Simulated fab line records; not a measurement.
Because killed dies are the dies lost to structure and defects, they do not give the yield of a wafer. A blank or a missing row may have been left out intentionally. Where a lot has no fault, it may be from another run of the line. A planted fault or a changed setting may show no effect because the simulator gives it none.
Chamber matching || flow n5-finfet || N5_ZERO_LAYER_DESCUM_16 on rie-diel-03: 4 sister chambers
The step chemistry O2, time 7.9 s. 4 wafers are shown with their chamber, then 9 later ones without.

## WAFERS WITH THEIR CHAMBER
{"wafer": "L082.2", "chamber": 3, "showerhead-plenum-p-Torr (Torr)": 2.03}
{"wafer": "L082.4", "chamber": 0, "showerhead-plenum-p-Torr (Torr)": 2.02}
{"wafer": "L084.2", "chamber": 2, "showerhead-plenum-p-Torr (Torr)": 2.01}
{"wafer": "L084.5", "chamber": 1, "showerhead-plenum-p-Torr (Torr)": 2.15}

## WAFERS WHOSE CHAMBER IS MISSING
{"wafer": "L094.1", "showerhead-plenum-p-Torr (Torr)": 2.14}
{"wafer": "L094.2", "showerhead-plenum-p-Torr (Torr)": 2.03}
{"wafer": "L094.3", "showerhead-plenum-p-Torr (Torr)": 2.01}
{"wafer": "L094.4", "showerhead-plenum-p-Torr (Torr)": 2.00}
{"wafer": "L094.5", "showerhead-plenum-p-Torr (Torr)": 2.03}
{"wafer": "L094.6", "showerhead-plenum-p-Torr (Torr)": 2.01}
{"wafer": "L097.1", "showerhead-plenum-p-Torr (Torr)": 2.14}
{"wafer": "L097.3", "showerhead-plenum-p-Torr (Torr)": 2.03}
{"wafer": "L097.5", "showerhead-plenum-p-Torr (Torr)": 2.00}

## THE CHAMBER EACH PASSED THROUGH
{"wafer": "L094.1", "from the rows above": 1, "in truth": 1}
{"wafer": "L094.2", "from the rows above": "can't be placed: 3 or 0", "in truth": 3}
{"wafer": "L094.3", "from the rows above": "can't be placed: 2 or 0", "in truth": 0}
{"wafer": "L094.4", "from the rows above": "can't be placed: 2 or 0", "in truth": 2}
{"wafer": "L094.5", "from the rows above": "can't be placed: 3 or 0", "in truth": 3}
{"wafer": "L094.6", "from the rows above": "can't be placed: 2 or 0", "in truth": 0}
{"wafer": "L097.1", "from the rows above": 1, "in truth": 1}
{"wafer": "L097.3", "from the rows above": "can't be placed: 3 or 0", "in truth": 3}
{"wafer": "L097.5", "from the rows above": "can't be placed: 2 or 0", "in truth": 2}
2 of 9 placed correctly. From these rows, 7 cannot be placed; in 7 the true chamber is one of the candidates. Placed wrongly: 0.
How it was worked out, from the rows above alone: a wafer's distance from a chamber is the root of the sum, over the readings, of the square of ((its reading less the chamber's mean) divided by the reading's scatter). If the next closest chamber is less than 2 further off than the closest, the wafer can't be placed; otherwise it belongs to the closest. Each chamber's mean is taken over the wafers shown for it. The scatter (one wafer shown for each chamber): square how far every hidden wafer sits from the nearest shown wafer, average those squares and take the square root.
